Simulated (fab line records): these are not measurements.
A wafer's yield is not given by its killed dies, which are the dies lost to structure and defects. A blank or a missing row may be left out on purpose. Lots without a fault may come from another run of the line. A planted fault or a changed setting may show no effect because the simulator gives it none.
Chamber matching | flow n5_finfet | rie_diel-02 running N5_MOL_CONTACT_COAG_ETCH_124: 4 sister chambers
The step etches SiNx in CH3F/O2, stops on SiOC, target depth 6.5 nm. 4 wafers are shown with their chamber, then 12 later ones without.

WAFERS WITH THEIR CHAMBER
wafer  | chamber | drypump_motor_current_A (A)
L087.5 | 1       | 6.2
L090.2 | 2       | 5.7
L090.4 | 0       | 5.2
L090.6 | 3       | 5.9

WAFERS WITH NO CHAMBER GIVEN
wafer  | drypump_motor_current_A (A)
L091.2 | 5.2
L091.4 | 6.1
L091.5 | 5.9
L094.3 | 5.2
L094.4 | 6.1
L094.5 | 5.9
L095.2 | 5.9
L095.3 | 5.7
L095.5 | 6.1
L096.2 | 6.1
L096.4 | 5.9
L096.6 | 5.9

WHICH CHAMBER EACH ONE RAN IN
wafer  | from the rows above     | in truth
L091.2 | 0                       | 0
L091.4 | can't be placed: 1 or 3 | 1
L091.5 | 3                       | 3
L094.3 | 0                       | 0
L094.4 | can't be placed: 1 or 3 | 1
L094.5 | 3                       | 3
L095.2 | 3                       | 3
L095.3 | 2                       | 2
L095.5 | can't be placed: 1 or 3 | 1
L096.2 | can't be placed: 1 or 3 | 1
L096.4 | 3                       | 3
L096.6 | 3                       | 3
Correct placement for 8 of the 12. From these rows, 4 cannot be placed; in 4 the true chamber is one of the candidates. 0 placed wrongly.
How it was worked out, from the rows above alone: a wafer's distance from a chamber is the root of the sum, over the readings, of the square of ((its reading less the chamber's mean) divided by the reading's scatter). The wafer belongs to the nearest chamber; if the next one is less than 2 further off, it can't be placed. For every chamber, the mean is computed from those of its wafers that are shown. The scatter: root of mean squared gap, hidden wafer to nearest shown wafer, with one shown wafer a chamber.
